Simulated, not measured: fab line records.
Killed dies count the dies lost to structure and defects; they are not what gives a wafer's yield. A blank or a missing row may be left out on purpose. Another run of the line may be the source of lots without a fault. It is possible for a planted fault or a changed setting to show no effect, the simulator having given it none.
Matching of chambers -- flow n5_finfet -- N5_FIN_SAQP_ETCH_65 on rie_si-03 has 4 sister chambers
The step etches SiO2 in CF4, target depth 4 nm, time 4.4 s. 4 wafers are shown with their chamber, then 9 later ones without.

EACH WAFER AND ITS CHAMBER
wafer,chamber,throttle_valve_pct (%)
L088.2,0,21.4
L089.1,3,22.0
L089.3,1,21.1
L089.5,2,22.0

WAFERS WITHOUT THEIR CHAMBER
wafer,throttle_valve_pct (%)
L094.1,21.1
L094.2,21.4
L094.3,22.0
L094.4,21.1
L094.5,21.4
L094.6,22.1
L095.1,21.4
L095.5,21.1
L095.6,21.4

WHICH CHAMBER EACH ONE RAN IN
wafer,from the rows above,in truth
L094.1,1,1
L094.2,0,0
L094.3,can't be placed: 2 or 3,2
L094.4,1,1
L094.5,0,0
L094.6,can't be placed: 2 or 3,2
L095.1,0,0
L095.5,1,1
L095.6,0,0
7 of 9 placed correctly. These rows do not allow placing 2 (true chamber among the candidates in 2). Wrongly placed: 0.
How it was worked out, from the rows above alone: a wafer's distance from a chamber is the root of the sum, over the readings, of the square of ((its reading less the chamber's mean) divided by the reading's scatter). If the next closest chamber is less than 2 further off than the closest, the wafer can't be placed; otherwise it belongs to the closest. For every chamber, the mean is computed from those of its wafers that are shown. The scatter (one wafer shown for each chamber): square how far every hidden wafer sits from the nearest shown wafer, average those squares and take the square root.
